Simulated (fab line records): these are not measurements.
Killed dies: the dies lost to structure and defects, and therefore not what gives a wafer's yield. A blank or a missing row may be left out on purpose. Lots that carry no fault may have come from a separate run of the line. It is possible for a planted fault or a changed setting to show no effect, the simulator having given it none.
Chamber matching :: flow nand harc :: NHARC_A_CONTACT_ETCH_91 on rie diel-07 has 4 sister chambers
The step etches the open film in CH3F/O2, target depth 40 nm, time 85.7 s. 8 wafers are shown with their chamber, then 12 later ones without.

== WAFERS, EACH WITH ITS CHAMBER ==
wafer: L083.3
chamber: 2
drypump motor current A (A): 5.6
showerhead plenum p Torr (Torr): 2.66

wafer: L088.5
chamber: 1
drypump motor current A (A): 5.7
showerhead plenum p Torr (Torr): 2.50

wafer: L086.1
chamber: 1
drypump motor current A (A): 5.7
showerhead plenum p Torr (Torr): 2.51

wafer: L086.2
chamber: 3
drypump motor current A (A): 6.1
showerhead plenum p Torr (Torr): 2.28

wafer: L086.3
chamber: 0
drypump motor current A (A): 5.0
showerhead plenum p Torr (Torr): 2.59

wafer: L085.4
chamber: 2
drypump motor current A (A): 5.5
showerhead plenum p Torr (Torr): 2.66

wafer: L085.5
chamber: 0
drypump motor current A (A): 5.0
showerhead plenum p Torr (Torr): 2.59

wafer: L085.6
chamber: 3
drypump motor current A (A): 6.1
showerhead plenum p Torr (Torr): 2.28

== WAFERS WITHOUT THEIR CHAMBER ==
wafer: L091.1
drypump motor current A (A): 6.1
showerhead plenum p Torr (Torr): 2.28

wafer: L091.3
drypump motor current A (A): 5.0
showerhead plenum p Torr (Torr): 2.59

wafer: L091.5
drypump motor current A (A): 5.7
showerhead plenum p Torr (Torr): 2.50

wafer: L087.1
drypump motor current A (A): 5.7
showerhead plenum p Torr (Torr): 2.50

wafer: L087.4
drypump motor current A (A): 6.1
showerhead plenum p Torr (Torr): 2.28

wafer: L087.6
drypump motor current A (A): 6.1
showerhead plenum p Torr (Torr): 2.28

wafer: L093.1
drypump motor current A (A): 6.1
showerhead plenum p Torr (Torr): 2.27

wafer: L093.2
drypump motor current A (A): 5.0
showerhead plenum p Torr (Torr): 2.59

wafer: L093.6
drypump motor current A (A): 5.0
showerhead plenum p Torr (Torr): 2.59

wafer: L095.1
drypump motor current A (A): 5.1
showerhead plenum p Torr (Torr): 2.59

wafer: L095.2
drypump motor current A (A): 6.1
showerhead plenum p Torr (Torr): 2.27

wafer: L095.4
drypump motor current A (A): 5.7
showerhead plenum p Torr (Torr): 2.50

== THE CHAMBER EACH PASSED THROUGH ==
wafer: L091.1
from the rows above: 3
in truth: 3

wafer: L091.3
from the rows above: 0
in truth: 0

wafer: L091.5
from the rows above: 1
in truth: 1

wafer: L087.1
from the rows above: 1
in truth: 1

wafer: L087.4
from the rows above: 3
in truth: 3

wafer: L087.6
from the rows above: 3
in truth: 3

wafer: L093.1
from the rows above: 3
in truth: 3

wafer: L093.2
from the rows above: 0
in truth: 0

wafer: L093.6
from the rows above: 0
in truth: 0

wafer: L095.1
from the rows above: 0
in truth: 0

wafer: L095.2
from the rows above: 3
in truth: 3

wafer: L095.4
from the rows above: 1
in truth: 1
Correctly placed: 12 of 12. Not placeable from these rows: 0. Number placed wrongly: 0.
How it was worked out, from the rows above alone: a wafer's distance from a chamber is the root of the sum, over the readings, of the square of ((its reading less the chamber's mean) divided by the reading's scatter). If the next closest chamber is less than 2 further off than the closest, the wafer can't be placed; otherwise it belongs to the closest. Each chamber's mean is taken over the wafers shown for it. The scatter: take each reading less its chamber's mean, square it, sum over the shown wafers, divide by the number of wafers less the number of chambers, and take the root.
